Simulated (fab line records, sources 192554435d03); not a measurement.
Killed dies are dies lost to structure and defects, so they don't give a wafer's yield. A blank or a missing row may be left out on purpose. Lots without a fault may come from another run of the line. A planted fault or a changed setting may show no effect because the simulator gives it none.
A struck lot beside a sound one | flow n5_finfet | 14 steps out of a route of 1938
Sound: wafers L820.1, L820.3, L820.6. Struck: wafers L834.1, L834.2, L834.4. The cause comes at the end.
At each step with rows: each side's tool, then ch and its chambers, then its first start. Under that, the readings that differ: sound wafers | struck wafers | difference of the means | sigmas: that difference in standard deviations of wafers without a fault.
alike: readings whose means differ by less than 2 such deviations, and words and numbers that are the same on both sides. not compared: withheld readings, readings that some wafer has no value for, bounds like >300 that may hide the same value, and numbers for which the record gives no deviation and whose values overlap.
The two part at a step that has a row with sigmas, a row that says differs or no value, or rows on one side only. Numbers that don't overlap but have no deviation are shown without sigmas and don't part them. A reading that every wafer of one side lacks parts them only if that side has two wafers or more.

N5_MOL_CONTACT_COAG_PRE_CLEAN_141: time 60 s.
  sound on pvd_sputter-01, day 5 06:19; struck on pvd_sputter-02, day 8 17:05
  alike: heater_power_w
N5_MOL_CONTACT_COAG_SPUTTER_143: material Co, target thk 2.5 nm.
  sound on pvd_sputter-01, day 5 06:22; struck on pvd_sputter-02, day 8 17:09
  alike: throttle_valve_pct
then, 2 steps without rows for these wafers: N5_MOL_CONTACT_COAG_CO_FILL_22 (material Co, precursor CCTBA/H2, target thk 20 nm); N5_MOL_CONTACT_COAG_ANNEAL_113 (time 300 s).
N5_MOL_CONTACT_COAG_PRE_CLEAN_142: time 60 s.
  sound on pvd_sputter-03, day 5 09:00; struck on pvd_sputter-01, day 8 20:18
  alike: heater_power_w
N5_MOL_CONTACT_COAG_SPUTTER_130: material Co, target thk 47.5 nm.
  sound on pvd_sputter-03, day 5 09:04; struck on pvd_sputter-01, day 8 20:22
  alike: throttle_valve_pct
then, 4 steps without rows for these wafers: N5_MOL_CONTACT_COAG_PRECLEAN_125 (cleans in DIW, time 57.5 s); N5_MOL_CONTACT_COAG_SRD_126 (dry time 32 s); N5_MOL_CONTACT_COAG_CMP_23 (polishes, stops on SiO2, t overpolish 1.5 s, target thk 0 nm); N5_MOL_CONTACT_COAG_WET_ETCH_26 (target Co, target depth 13 nm).
N5_MOL_CONTACT_COAG_WET_ETCH_116: etches the open film in SC1-inhibited, target depth 4.6 nm, rinse time 30 s.
  sound on wet_bench-05 ch 0,1,3, day 5 09:46; struck on wet_bench-06 ch 1,3,4, day 8 21:02
  no value came back on the struck wafers for rinse_temp_c (C), rinse_time_s (s); on the sound wafers rinse_temp_c (C) reads 23.04 23.00 22.97
N5_MOL_CONTACT_COAG_ALD_27: deposits SiOC, target thk 17 nm, pulse time 1.5 s, time 2720 s.
  sound on ald_sin-01 ch 1,2, day 5 10:06; struck on ald_sin-01 ch 1,2,3, day 8 21:22
  alike: heater_power_w, precursor_pulse_height_rel
  not compared: since_wet_clean_h
N5_BEOL_M4_RC_MEAS_101:
  the record has rows for the sound wafers here (prober-02 ch 0, day 8 05:22) and none for the struck ones
-- the record jumps here: 10 days lie between the struck wafers' starts before and after (it left off in module BEOL_M4 and takes up again in module PASSIVATION, whose first step shown is number 1936 of the route) --
N5_PASSIVATION_PROBE_49:
  sound on prober-01, day 11 18:36; struck on prober-02, day 18 17:04
  reading                  | sound          | struck         | difference | sigmas
  defect_limited_yield (%) | 91.4 89.7 90.6 | 0 0 0          | -91        | -60
  killed_at_contacts       | 16 8 7         | 1079 1061 1092 | +1067      | +99 or more
  killed_dies              | 102 121 111    | 1180 1180 1180 | +1069      | +59
  killed_on_rim            | 14 17 17       | 152 152 152    | +136       | +32
  sort_bin_5_function (%)  | 5.0 5.8 5.6    | 96.5 94.7 96.8 | +90.5      | +93
  sort_n_pass              | 1078 1059 1069 | 0 0 0          | -1069      | -59
  sort_yield_pct (%)       | 91.4 89.7 90.6 | 0 0 0          | -91        | -60
  alike: killed_at_M0_to_M3, killed_at_M4_up, killed_at_front_end, killed_at_other, killed_open, killed_short, sort_bin_6_memory

WHERE THEY PART
First at N5_MOL_CONTACT_COAG_WET_ETCH_116; last, within this record, at N5_PASSIVATION_PROBE_49.

WHY: what the simulator had put in
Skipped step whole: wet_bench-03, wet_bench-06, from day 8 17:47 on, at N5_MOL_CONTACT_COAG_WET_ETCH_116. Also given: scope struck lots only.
